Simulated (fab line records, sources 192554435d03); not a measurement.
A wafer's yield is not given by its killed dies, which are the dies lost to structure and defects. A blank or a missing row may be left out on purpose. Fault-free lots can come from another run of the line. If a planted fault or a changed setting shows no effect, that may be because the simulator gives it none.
fab line records	flow n5_finfet
record: lots: 24	wafers: 72	last_day: 19
route steps=1938 shown BEOL_M11@1581 BEOL_M12@1612 BEOL_M13@1676
lots that met no fault: from a run of the same line without faults
start_h: the number of hours between the record's first day and the start of the first shown wafer of the lot	wait_h: time in hours since the lot's previous step	" as in the row above	L1.1+2: a row that stands for several wafers	- value missing, or start not given	* or withheld: withheld	< > ~ a bound
route shown NAME@n: NAME is a module with steps in the file, n the number in the route of the first one	usual: mean/standard deviation of fault-free wafers	same: alike in all rows	chamber/n: place in a boat	sites: readings site by site	_std_site: their standard deviation	_edge_site: mean of outer sites minus mean of inner sites	radius_mm: how far each site lies from the wafer's centre	mask NAME#n: copy n	behind: tool/chamber where the wafer was last shaped	hold: reason for holding the lot/hours on hold/outcome of the hold	device: which transistor (n, p or np) failed to switch	end of line: tests of these same wafers at the route's end	where a step has no rows: the recipe by itself	killed: not the wafer's yield, but the dies lost to structure and defects at the first sort	map: a wafer's dies, x killed, . not, _ none there
set.NAME: the setting the step ran with; set.NAME@STEP: the setting that earlier step ran with	model.NAME: the simulator's own value behind a step, which no gauge read
one table for each step of the route and one row for each wafer, over a sample of lots
services: from which hour (start_h, from the record's first day; less than 0 if before it) a tool's chamber was out of use, for how many hours, and why
== steps ==
step: N5_BEOL_M11_OCD_MEAS_38
usual: trench_depth_nm: 148/3
lot.wafer	tool	chamber	start_h	wait_h	trench_depth_nm
L075.1	ocd-01	-	245.91	-	151
L075.2	"	-	"	"	149
L075.6	"	-	"	"	150
L074.2	ocd-01	-	255.10	-	148
L074.3	"	-	"	"	149
L074.5	"	-	"	"	144
L076.1	ocd-01	-	261.07	-	148
L076.3	"	-	"	"	151
L076.6	"	-	"	"	149
L080.2	ocd-01	-	274.44	-	147
L080.5	"	-	"	"	147
L080.6	"	-	"	"	142
L078.1	ocd-02	-	278.43	-	148
L078.3	"	-	"	"	144
L078.5	"	-	"	"	143
L077.1	ocd-02	-	279.02	-	149
L077.4	"	-	"	"	145
L077.5	"	-	"	"	150
L079.1	ocd-01	-	287.08	-	150
L079.4	"	-	"	"	143
L079.6	"	-	"	"	149
L081.1	ocd-02	-	303.49	-	144
L081.3	"	-	"	"	147
L081.6	"	-	"	"	148
L082.2	ocd-01	-	304.86	-	149
L082.4	"	-	"	"	148
L082.5	"	-	"	"	148
L083.1	ocd-02	-	320.46	-	144
L083.4	"	-	"	"	153
L083.5	"	-	"	"	146
L084.1	ocd-02	-	322.85	-	147
L084.5	"	-	"	"	143
L084.6	"	-	"	"	149
L085.1	ocd-01	-	339.36	-	149
L085.4	"	-	"	"	151
L085.5	"	-	"	"	148
L086.1	ocd-02	-	339.40	-	150
L086.2	"	-	"	"	148
L086.4	"	-	"	"	144
L088.2	ocd-02	-	347.35	-	150
L088.3	"	-	"	"	148
L088.5	"	-	"	"	150
L089.1	ocd-01	-	356.17	-	148
L089.3	"	-	"	"	150
L089.4	"	-	"	"	149
L087.1	ocd-01	-	356.99	-	149
L087.5	"	-	"	"	142
L087.6	"	-	"	"	150
L093.2	ocd-01	-	361.17	-	151
L093.3	"	-	"	"	147
L093.5	"	-	"	"	147
L091.1	ocd-02	-	369.80	-	152
L091.2	"	-	"	"	151
L091.4	"	-	"	"	150
L090.4	ocd-01	-	373.37	-	149
L090.5	"	-	"	"	150
L090.6	"	-	"	"	149
L094.1	ocd-01	-	379.92	-	150
L094.2	"	-	"	"	146
L094.3	"	-	"	"	140
L092.4	ocd-02	-	380.10	-	153
L092.5	"	-	"	"	151
L092.6	"	-	"	"	150
L095.1	ocd-02	-	380.45	-	149
L095.3	"	-	"	"	153
L095.5	"	-	"	"	152
L096.1	ocd-02	-	406.48	-	147
L096.5	"	-	"	"	147
L096.6	"	-	"	"	151
L097.1	ocd-01	-	425.84	-	147
L097.3	"	-	"	"	151
L097.5	"	-	"	"	147
step: N5_BEOL_M11_CD_MEAS_35
recipe: target_cd_nm: 70	polarity: opening
usual: cd_nm: 69.9/0.69
lot.wafer	tool	chamber	start_h	wait_h	cd_nm
L075.1	cd_sem-01	-	246.06	0.0	70.3
L075.2	"	-	"	"	70.3
L075.6	"	-	"	"	68.4
L074.2	cd_sem-03	-	255.25	0.0	70.3
L074.3	"	-	"	"	69.4
L074.5	"	-	"	"	69.9
L076.1	cd_sem-03	-	261.23	0.0	68.4
L076.3	"	-	"	"	68.4
L076.6	"	-	"	"	70.7
L080.2	cd_sem-02	-	274.59	0.0	70.5
L080.5	"	-	"	"	70.2
L080.6	"	-	"	"	70.8
L078.1	cd_sem-02	-	278.58	0.0	69.9
L078.3	"	-	"	"	69.5
L078.5	"	-	"	"	69.8
L077.1	cd_sem-01	-	279.17	0.0	70.4
L077.4	"	-	"	"	70.3
L077.5	"	-	"	"	70.6
L079.1	cd_sem-01	-	287.23	0.0	69.5
L079.4	"	-	"	"	69.7
L079.6	"	-	"	"	69.9
L081.1	cd_sem-01	-	303.64	0.0	71.0
L081.3	"	-	"	"	71.7
L081.6	"	-	"	"	71.3
L082.2	cd_sem-02	-	305.01	0.0	69.6
L082.4	"	-	"	"	69.7
L082.5	"	-	"	"	69.5
L083.1	cd_sem-02	-	320.61	0.0	68.8
L083.4	"	-	"	"	68.5
L083.5	"	-	"	"	70.5
L084.1	cd_sem-01	-	323.00	0.0	70.4
L084.5	"	-	"	"	68.9
L084.6	"	-	"	"	69.0
L085.1	cd_sem-01	-	339.52	0.0	69.4
L085.4	"	-	"	"	70.0
L085.5	"	-	"	"	70.7
L086.1	cd_sem-03	-	339.56	0.0	70.1
L086.2	"	-	"	"	70.5
L086.4	"	-	"	"	70.0
L088.2	cd_sem-02	-	347.51	0.0	69.4
L088.3	"	-	"	"	69.4
L088.5	"	-	"	"	70.3
L089.1	cd_sem-02	-	356.32	0.0	71.0
L089.3	"	-	"	"	70.8
L089.4	"	-	"	"	70.6
L087.1	cd_sem-01	-	357.15	0.0	69.9
L087.5	"	-	"	"	69.2
L087.6	"	-	"	"	69.7
L093.2	cd_sem-02	-	361.32	0.0	69.6
L093.3	"	-	"	"	69.0
L093.5	"	-	"	"	69.6
L091.1	cd_sem-01	-	369.96	0.0	70.1
L091.2	"	-	"	"	70.2
L091.4	"	-	"	"	70.8
L090.4	cd_sem-02	-	373.52	0.0	70.5
L090.5	"	-	"	"	69.2
L090.6	"	-	"	"	69.7
L094.1	cd_sem-03	-	380.08	0.0	70.8
L094.2	"	-	"	"	70.9
L094.3	"	-	"	"	70.3
L092.4	cd_sem-03	-	380.25	0.0	68.6
L092.5	"	-	"	"	69.8
L092.6	"	-	"	"	69.1
L095.1	cd_sem-01	-	380.60	0.0	69.9
L095.3	"	-	"	"	70.2
L095.5	"	-	"	"	70.0
L096.1	cd_sem-01	-	406.63	0.0	70.9
L096.5	"	-	"	"	70.3
L096.6	"	-	"	"	70.3
L097.1	cd_sem-02	-	426.00	0.0	70.2
L097.3	"	-	"	"	70.2
L097.5	"	-	"	"	69.1
step: N5_BEOL_M11_DEP_56
recipe: material: SiCN	target_thk_a: 300	temp_c: withheld	precursor: 3MS/NH3	pressure_torr: 3	rf_w: 675	time_s: 10.5
usual: showerhead_plenum_p_Torr: 4.16/0.031	throttle_valve_pct: 17.9/0.72
lot.wafer	tool	chamber	start_h	wait_h	showerhead_plenum_p_Torr	since_wet_clean_h	throttle_valve_pct
L075.1	pecvd-01	1	250.17	0.0	4.16	1860	18.4
L075.2	"	2	"	"	4.14	381	17.9
L075.6	"	0	"	"	4.20	-	16.5
L074.2	pecvd-04	2	257.51	0.0	4.18	618	17.5
L074.3	"	0	"	"	4.20	780	19.0
L074.5	"	2	"	"	4.19	-	17.3
L076.1	pecvd-03	0	265.12	0.0	4.14	969	17.4
L076.3	"	2	"	"	4.10	210	17.4
L076.6	"	1	"	"	4.16	-	17.8
L080.2	pecvd-03	1	277.40	0.0	4.16	1706	17.7
L080.5	"	1	"	"	4.15	-	17.8
L080.6	"	0	"	"	4.14	-	17.4
L078.1	pecvd-01	2	281.36	0.0	4.14	412	17.7
L078.3	"	1	"	"	4.14	1891	18.6
L078.5	"	2	"	"	4.14	-	17.5
L077.1	pecvd-04	1	282.84	0.0	4.14	1530	18.4
L077.4	"	0	"	"	4.20	-	18.8
L077.5	"	1	"	"	4.15	-	18.5
L079.1	pecvd-04	2	290.43	0.0	4.18	651	17.5
L079.4	"	1	"	"	4.16	-	18.4
L079.6	"	2	"	"	4.18	-	17.3
L081.1	pecvd-04	0	306.96	0.0	4.19	830	18.9
L081.3	"	1	"	"	4.15	1555	18.6
L081.6	"	0	"	"	4.20	-	19.2
L082.2	pecvd-01	1	308.43	0.0	4.14	1919	18.4
L082.4	"	1	"	"	4.15	-	18.1
L082.5	"	2	"	"	4.12	-	17.8
L083.1	pecvd-04	0	323.32	0.0	4.21	846	19.1
L083.4	"	2	"	"	4.19	-	17.6
L083.5	"	2	"	"	4.18	-	17.4
L084.1	pecvd-01	1	325.31	0.0	4.14	1935	18.4
L084.5	"	1	"	"	4.14	-	18.6
L084.6	"	0	"	"	4.21	-	16.6
L086.1	pecvd-01	2	343.10	0.0	4.13	474	17.8
L086.2	"	1	"	"	4.14	1953	18.8
L086.4	"	1	"	"	4.15	-	18.5
L085.1	pecvd-04	1	343.21	0.0	4.15	1591	18.7
L085.4	"	0	"	"	4.21	-	19.2
L085.5	"	1	"	"	4.15	-	18.6
L088.2	pecvd-03	2	350.75	0.0	4.11	295	17.9
L088.3	"	0	"	"	4.15	1055	17.7
L088.5	"	2	"	"	4.10	-	17.5
L089.1	pecvd-04	2	358.22	0.0	4.18	719	17.7
L089.3	"	1	"	"	4.14	1606	18.3
L089.4	"	1	"	"	4.16	-	18.4
L087.1	pecvd-03	2	360.84	0.0	4.10	305	17.8
L087.5	"	0	"	"	4.15	-	17.5
L087.6	"	1	"	"	4.14	-	18.0
L093.2	pecvd-03	2	363.70	0.0	4.11	308	17.9
L093.3	"	0	"	"	4.13	1068	17.5
L093.5	"	0	"	"	4.13	-	17.7
L091.1	pecvd-03	2	372.35	0.0	4.10	317	17.9
L091.2	"	1	"	"	4.15	1801	17.9
L091.4	"	1	"	"	4.16	-	17.8
L090.4	pecvd-04	2	376.60	0.0	4.19	-	18.0
L090.5	"	1	"	"	4.15	-	18.6
L090.6	"	0	"	"	4.19	-	18.9
L092.4	pecvd-01	1	383.24	0.0	4.14	-	18.5
L092.5	"	2	"	"	4.13	-	17.4
L092.6	"	0	"	"	4.19	-	16.2
L094.1	pecvd-03	1	383.47	0.0	4.14	1812	18.1
L094.2	"	2	"	"	4.11	328	17.6
L094.3	"	1	"	"	4.15	-	17.8
L095.1	pecvd-01	0	384.05	0.0	4.19	1269	16.4
L095.3	"	1	"	"	4.14	-	18.4
L095.5	"	1	"	"	4.14	-	18.4
L096.1	pecvd-03	2	408.93	0.0	4.10	354	18.0
L096.5	"	0	"	"	4.14	-	17.8
L096.6	"	1	"	"	4.15	-	18.3
L097.1	pecvd-03	1	428.27	0.0	4.16	1857	17.9
L097.3	"	0	"	"	4.14	1132	17.4
L097.5	"	1	"	"	4.15	-	17.7
step: N5_BEOL_M12_CD_MEAS_10
recipe: target_cd_nm: 140	landing_energy_ev: 500	detector: se_inlens	polarity: opening
usual: cd_nm: 139.7/1.7
lot.wafer	tool	chamber	start_h	wait_h	cd_nm
L075.1	cd_sem-03	0	250.90	-	140.4
L075.2	"	0	"	"	139.1
L075.6	"	0	"	"	140.0
L074.2	cd_sem-03	0	258.07	-	138.9
L074.3	"	0	"	"	138.9
L074.5	"	0	"	"	137.4
L076.1	cd_sem-01	0	265.78	-	139.6
L076.3	"	0	"	"	140.0
L076.6	"	0	"	"	138.7
L080.2	cd_sem-01	0	278.09	-	139.3
L080.5	"	0	"	"	138.4
L080.6	"	0	"	"	140.3
L078.1	cd_sem-02	0	282.05	-	141.4
L078.3	"	0	"	"	143.1
L078.5	"	0	"	"	141.8
L077.1	cd_sem-01	0	283.53	-	137.1
L077.4	"	0	"	"	135.3
L077.5	"	0	"	"	137.9
L079.1	cd_sem-01	0	290.99	-	137.2
L079.4	"	0	"	"	139.3
L079.6	"	0	"	"	138.3
L081.1	cd_sem-01	0	307.65	-	137.6
L081.3	"	0	"	"	138.1
L081.6	"	0	"	"	139.8
L082.2	cd_sem-01	0	308.99	-	139.6
L082.4	"	0	"	"	138.7
L082.5	"	0	"	"	139.1
L083.1	cd_sem-01	0	324.02	-	140.2
L083.4	"	0	"	"	137.1
L083.5	"	0	"	"	138.7
L084.1	cd_sem-01	0	326.05	-	138.4
L084.5	"	0	"	"	140.9
L084.6	"	0	"	"	140.9
L086.1	cd_sem-01	0	343.66	-	141.5
L086.2	"	0	"	"	140.7
L086.4	"	0	"	"	139.1
L085.1	cd_sem-02	0	343.90	-	139.2
L085.4	"	0	"	"	137.7
L085.5	"	0	"	"	137.3
L088.2	cd_sem-03	0	351.32	-	141.2
L088.3	"	0	"	"	142.3
L088.5	"	0	"	"	142.6
L089.1	cd_sem-03	0	358.90	-	140.3
L089.3	"	0	"	"	138.7
L089.4	"	0	"	"	141.2
L087.1	cd_sem-02	0	361.52	-	137.1
L087.5	"	0	"	"	141.0
L087.6	"	0	"	"	136.4
L093.2	cd_sem-01	0	364.39	-	142.5
L093.3	"	0	"	"	142.0
L093.5	"	0	"	"	141.8
L091.1	cd_sem-02	0	372.91	-	142.4
L091.2	"	0	"	"	142.1
L091.4	"	0	"	"	142.9
L090.4	cd_sem-03	0	377.15	-	141.3
L090.5	"	0	"	"	143.1
L090.6	"	0	"	"	137.0
L092.4	cd_sem-03	0	383.79	-	139.9
L092.5	"	0	"	"	139.6
L092.6	"	0	"	"	138.4
L094.1	cd_sem-01	0	384.09	-	139.9
L094.2	"	0	"	"	141.1
L094.3	"	0	"	"	138.9
L095.1	cd_sem-02	0	384.63	-	139.1
L095.3	"	0	"	"	140.0
L095.5	"	0	"	"	139.4
L096.1	cd_sem-01	0	409.62	-	140.6
L096.5	"	0	"	"	140.3
L096.6	"	0	"	"	140.1
L097.1	cd_sem-02	0	428.83	-	139.9
L097.3	"	0	"	"	137.6
L097.5	"	0	"	"	140.8
step: N5_BEOL_M12_CD_MEAS_28
recipe: target_cd_nm: 160.2	landing_energy_ev: 500	detector: se_inlens	polarity: opening
usual: cd_nm: 160.3/1.5
lot.wafer	tool	chamber	start_h	wait_h	cd_nm
L075.1	cd_sem-03	0	251.94	-	158.7
L075.2	"	0	"	"	156.0
L075.6	"	0	"	"	159.9
L074.2	cd_sem-01	0	259.12	-	159.3
L074.3	"	0	"	"	157.9
L074.5	"	0	"	"	161.1
L076.1	cd_sem-02	0	266.82	-	159.9
L076.3	"	0	"	"	158.0
L076.6	"	0	"	"	159.8
L080.2	cd_sem-02	0	279.15	-	161.8
L080.5	"	0	"	"	163.7
L080.6	"	0	"	"	162.2
L078.1	cd_sem-01	0	283.12	-	158.3
L078.3	"	0	"	"	162.7
L078.5	"	0	"	"	161.7
L077.1	cd_sem-01	0	284.65	-	161.6
L077.4	"	0	"	"	160.6
L077.5	"	0	"	"	162.0
L079.1	cd_sem-02	0	292.02	-	159.6
L079.4	"	0	"	"	158.4
L079.6	"	0	"	"	160.0
L081.1	cd_sem-01	0	308.72	-	160.3
L081.3	"	0	"	"	160.3
L081.6	"	0	"	"	160.5
L082.2	cd_sem-01	0	310.03	-	158.1
L082.4	"	0	"	"	161.9
L082.5	"	0	"	"	160.0
L083.1	cd_sem-02	0	325.05	-	163.0
L083.4	"	0	"	"	161.1
L083.5	"	0	"	"	162.1
L084.1	cd_sem-02	0	327.36	-	161.6
L084.5	"	0	"	"	160.4
L084.6	"	0	"	"	159.6
L086.1	cd_sem-03	0	344.69	-	162.3
L086.2	"	0	"	"	160.9
L086.4	"	0	"	"	160.8
L085.1	cd_sem-02	0	344.84	-	161.0
L085.4	"	0	"	"	159.5
L085.5	"	0	"	"	161.6
L088.2	cd_sem-03	0	352.22	-	160.6
L088.3	"	0	"	"	160.8
L088.5	"	0	"	"	160.0
L089.1	cd_sem-01	0	359.97	-	159.9
L089.3	"	0	"	"	161.1
L089.4	"	0	"	"	159.6
L087.1	cd_sem-01	0	362.74	-	158.7
L087.5	"	0	"	"	159.9
L087.6	"	0	"	"	160.1
L093.2	cd_sem-01	0	365.53	-	158.3
L093.3	"	0	"	"	160.1
L093.5	"	0	"	"	159.2
L091.1	cd_sem-02	0	373.82	-	160.2
L091.2	"	0	"	"	161.3
L091.4	"	0	"	"	159.0
L090.4	cd_sem-02	0	378.15	-	160.5
L090.5	"	0	"	"	157.3
L090.6	"	0	"	"	161.4
L092.4	cd_sem-01	0	384.83	-	159.6
L092.5	"	0	"	"	162.3
L092.6	"	0	"	"	162.0
L094.1	cd_sem-03	0	385.13	-	161.2
L094.2	"	0	"	"	163.9
L094.3	"	0	"	"	159.4
L095.1	cd_sem-02	0	385.59	-	160.1
L095.3	"	0	"	"	159.4
L095.5	"	0	"	"	159.6
L096.1	cd_sem-02	0	410.65	-	157.7
L096.5	"	0	"	"	160.3
L096.6	"	0	"	"	157.5
L097.1	cd_sem-02	0	429.86	-	159.2
L097.3	"	0	"	"	160.0
L097.5	"	0	"	"	161.6
step: N5_BEOL_M13_STRIP_64
recipe: chemistry: N2/H2	power_w: 1000	temp_c: 250	h2_frac: 0.65	overash_fraction: 0.3	pressure_mtorr: withheld	n2_flow_sccm: 1750	h2_flow_sccm: 3250
usual: drypump_motor_current_A: 5.2/0.42	heater_power_w: 314/12	oes_product_au: 0.715/0.0047	strip_time_to_endpoint_s: 31.29/0.067
lot.wafer	tool	chamber	start_h	wait_h	drypump_motor_current_A	heater_power_w	oes_product_au	rf_hours_counter_h	strip_time_to_endpoint_s
L075.1	plasma_asher-02	0	256.85	0.0	5.2	325	0.708	128	31.37
L075.2	"	1	"	"	4.7	286	0.718	128	31.40
L075.6	"	0	"	"	5.2	320	0.717	-	31.31
L074.2	plasma_asher-02	0	264.08	0.0	5.2	313	0.718	130	31.23
L074.3	"	0	"	"	5.2	321	0.706	-	31.22
L074.5	"	1	"	"	4.7	296	0.710	-	31.23
L076.1	plasma_asher-02	1	270.99	0.0	4.7	301	0.718	131	31.34
L076.3	"	1	"	"	4.7	298	0.718	-	31.32
L076.6	"	1	"	"	4.7	297	0.718	-	31.33
L080.2	plasma_asher-01	1	284.72	0.0	5.9	315	0.718	75	31.35
L080.5	"	0	"	"	5.2	320	0.727	-	31.36
L080.6	"	1	"	"	5.9	312	0.720	-	31.29
L078.1	plasma_asher-02	0	288.12	0.0	5.2	314	0.708	133	31.24
L078.3	"	1	"	"	4.7	301	0.721	-	31.35
L078.5	"	0	"	"	5.3	321	0.718	-	31.27
L077.1	plasma_asher-02	1	290.66	0.0	4.7	297	0.708	134	31.32
L077.4	"	1	"	"	4.7	296	0.709	-	31.35
L077.5	"	1	"	"	4.7	287	0.721	-	31.35
L079.1	plasma_asher-02	0	298.05	0.0	5.2	316	0.717	136	31.34
L079.4	"	1	"	"	4.7	287	0.714	-	31.37
L079.6	"	0	"	"	5.2	327	0.713	-	31.39
L081.1	plasma_asher-02	1	316.83	0.0	4.7	294	0.715	140	31.20
L081.3	"	0	"	"	5.2	319	0.712	-	31.27
L081.6	"	0	"	"	5.2	315	0.721	-	31.24
L082.2	plasma_asher-02	1	318.27	0.0	4.7	298	0.714	140	31.29
L082.4	"	1	"	"	4.7	298	0.703	-	31.27
L082.5	"	1	"	"	4.7	303	0.715	-	31.30
L083.1	plasma_asher-01	1	328.63	0.0	5.9	323	0.712	81	31.25
L083.4	"	0	"	"	5.2	323	0.711	-	31.19
L083.5	"	0	"	"	5.2	325	0.714	-	31.25
L084.1	plasma_asher-02	0	333.36	0.0	5.2	327	0.713	144	31.36
L084.5	"	0	"	"	5.2	310	0.718	-	31.26
L084.6	"	1	"	"	4.7	299	0.716	-	31.21
L086.1	plasma_asher-01	1	349.01	0.0	5.9	311	0.714	85	31.27
L086.2	"	0	"	"	5.2	322	0.711	85	31.27
L086.4	"	1	"	"	5.9	318	0.712	-	31.31
L085.1	plasma_asher-01	0	349.42	0.0	5.2	321	0.714	85	31.29
L085.4	"	0	"	"	5.2	320	0.723	-	31.27
L085.5	"	1	"	"	5.9	315	0.715	-	31.24
L088.2	plasma_asher-02	0	358.78	0.0	5.2	322	0.720	151	31.38
L088.3	"	1	"	"	4.7	298	0.715	-	31.31
L088.5	"	0	"	"	5.2	321	0.713	-	31.34
L089.1	plasma_asher-02	1	364.59	0.0	4.7	296	0.717	152	31.34
L089.3	"	1	"	"	4.7	303	0.718	-	31.25
L089.4	"	0	"	"	5.2	319	0.719	-	31.27
L087.1	plasma_asher-01	0	367.37	0.0	5.2	322	0.716	88	31.28
L087.5	"	1	"	"	5.9	320	0.712	-	31.28
L087.6	"	0	"	"	5.2	324	0.716	-	31.25
L093.2	plasma_asher-02	1	373.93	0.0	4.7	293	0.723	153	31.38
L093.3	"	0	"	"	5.2	315	0.719	-	31.35
L093.5	"	0	"	"	5.3	323	0.714	-	31.32
L091.1	plasma_asher-02	0	377.55	0.0	5.2	316	0.716	154	31.17
L091.2	"	1	"	"	4.7	290	0.717	154	31.13
L091.4	"	0	"	"	5.3	317	0.716	-	31.20
L090.4	plasma_asher-02	1	386.17	0.0	4.7	300	0.720	-	31.23
L090.5	"	0	"	"	5.2	325	0.715	-	31.20
L090.6	"	1	"	"	4.7	296	0.720	-	31.18
L092.4	plasma_asher-01	0	394.42	0.0	5.2	323	0.728	-	31.25
L092.5	"	0	"	"	5.2	324	0.725	-	31.33
L092.6	"	1	"	"	5.9	318	0.715	-	31.31
L094.1	plasma_asher-01	0	394.94	0.0	5.2	326	0.719	93	31.27
L094.2	"	1	"	"	5.9	309	0.716	93	31.28
L094.3	"	1	"	"	5.9	315	0.709	-	31.31
L095.1	plasma_asher-01	0	395.33	0.0	5.3	326	0.712	94	31.32
L095.3	"	0	"	"	5.2	325	0.718	-	31.23
L095.5	"	1	"	"	5.9	318	0.708	-	31.27
L096.1	plasma_asher-01	1	416.58	0.0	5.9	321	0.714	99	31.32
L096.5	"	1	"	"	5.9	323	0.715	-	31.37
L096.6	"	0	"	"	5.2	322	0.720	-	31.45
L097.1	plasma_asher-01	0	433.64	0.0	5.2	324	0.715	100	31.35
L097.3	"	0	"	"	5.2	324	0.719	-	31.26
L097.5	"	0	"	"	5.2	324	0.711	-	31.33
== services ==
tool	chamber	start_h	hours	kind
pecvd-03	2	227.67	-	calibration
pecvd-04	0	245.24	6.4	repair
pecvd-03	1	278.44	12.3	repair
pecvd-03	0	300.65	12.7	repair
pecvd-01	0	310.77	1.8	repair
plasma_asher-01	-	316.02	11.0	repair
pecvd-04	1	321.81	5.6	repair
pecvd-01	-	326.53	0.5	repair
pecvd-01	-	330.65	0.3	repair
pecvd-01	-	332.47	1.4	repair
pecvd-03	0	338.57	5.5	scheduled_down
pecvd-03	0	383.19	5.0	scheduled_down
pecvd-01	2	383.35	2.1	scheduled_down
plasma_asher-01	-	385.55	2.8	pm
pecvd-01	2	386.49	5.5	scheduled_down
plasma_asher-02	-	391.43	6.7	repair
pecvd-03	1	392.58	5.5	scheduled_down
pecvd-04	-	398.81	2.8	pm
pecvd-01	1	428.77	2.4	repair
== key ==
fault none
